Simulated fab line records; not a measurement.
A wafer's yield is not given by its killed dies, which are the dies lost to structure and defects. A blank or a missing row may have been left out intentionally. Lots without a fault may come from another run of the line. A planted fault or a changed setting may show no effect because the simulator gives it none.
Chamber matching + flow n5-finfet + N5_MOL_CONTACT_COAG_CMP_23 on cmp-03: 4 sister chambers
The step polishes, stops on SiO2, t overpolish 1.5 s, target thk 0 nm. 4 wafers are shown with their chamber, then 11 later ones without.

WAFERS PAIRED WITH THEIR CHAMBERS
| wafer  | chamber | motor-current-A (A) |
|--------|---------|---------------------|
| L083.4 | 2       | 8.1                 |
| L085.2 | 1       | 8.3                 |
| L085.6 | 3       | 7.8                 |
| L086.1 | 0       | 9.8                 |

WAFERS WHOSE CHAMBER IS MISSING
| wafer  | motor-current-A (A) |
|--------|---------------------|
| L086.2 | 8.3                 |
| L086.5 | 9.0                 |
| L088.1 | 7.8                 |
| L088.5 | 9.0                 |
| L088.6 | 7.7                 |
| L096.1 | 8.6                 |
| L096.4 | 8.6                 |
| L096.5 | 8.1                 |
| L097.1 | 9.2                 |
| L097.4 | 7.9                 |
| L097.6 | 9.1                 |

WHICH CHAMBER EACH WENT THROUGH
| wafer  | from the rows above               | in truth |
|--------|-----------------------------------|----------|
| L086.2 | can't be placed: 1 or 2 or 3      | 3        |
| L086.5 | can't be placed: 1 or 0 or 2 or 3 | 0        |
| L088.1 | can't be placed: 3 or 2 or 1      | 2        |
| L088.5 | can't be placed: 1 or 0 or 2 or 3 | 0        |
| L088.6 | can't be placed: 3 or 2 or 1      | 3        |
| L096.1 | can't be placed: 1 or 2 or 3      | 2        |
| L096.4 | can't be placed: 1 or 2 or 3      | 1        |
| L096.5 | can't be placed: 2 or 1 or 3      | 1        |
| L097.1 | can't be placed: 0 or 1 or 2 or 3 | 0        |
| L097.4 | can't be placed: 3 or 2 or 1      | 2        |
| L097.6 | can't be placed: 0 or 1 or 2 or 3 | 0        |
Correct placement for 0 of the 11. From these rows, 11 cannot be placed; in 11 the true chamber is one of the candidates. Placed wrongly: 0.
How it was worked out, from the rows above alone: a wafer's distance from a chamber is the root of the sum, over the readings, of the square of ((its reading less the chamber's mean) divided by the reading's scatter). The wafer belongs to the nearest chamber; if the next one is less than 2 further off, it can't be placed. For every chamber, the mean is computed from those of its wafers that are shown. The scatter: root of mean squared gap, hidden wafer to nearest shown wafer, with one shown wafer a chamber.
